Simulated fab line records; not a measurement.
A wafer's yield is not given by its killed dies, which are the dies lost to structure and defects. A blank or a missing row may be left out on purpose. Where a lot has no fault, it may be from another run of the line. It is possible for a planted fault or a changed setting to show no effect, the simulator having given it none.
Chamber matching	flow nand_harc	rie_diel-07 running NHARC_A_STAIRCASE_TRIM_22: 4 sister chambers
The step chemistry O2, time 211.2 s. 4 wafers are shown with their chamber, then 7 later ones without.

WAFERS WITH THEIR CHAMBER
wafer	chamber	drypump_motor_current_A (A)
L621.3	3	5.6
L625.1	1	6.7
L633.1	2	5.7
L633.2	0	6.2

WAFERS MISSING THEIR CHAMBER
wafer	drypump_motor_current_A (A)
L633.3	6.7
L637.1	5.6
L637.5	6.7
L637.6	5.7
L638.1	6.6
L638.3	6.2
L638.4	5.7

EACH ONE'S CHAMBER
wafer	from the rows above	in truth
L633.3	1	1
L637.1	3	3
L637.5	1	1
L637.6	2	2
L638.1	1	1
L638.3	0	0
L638.4	2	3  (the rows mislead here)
Placed correctly: 6 of 7. Not placeable from these rows: 0. 1 placed wrongly.
How it was worked out, from the rows above alone: a wafer's distance from a chamber is the root of the sum, over the readings, of the square of ((its reading less the chamber's mean) divided by the reading's scatter). If the next closest chamber is less than 2 further off than the closest, the wafer can't be placed; otherwise it belongs to the closest. A chamber's mean is the mean of its shown wafers. The scatter: root of mean squared gap, hidden wafer to nearest shown wafer, with one shown wafer a chamber.
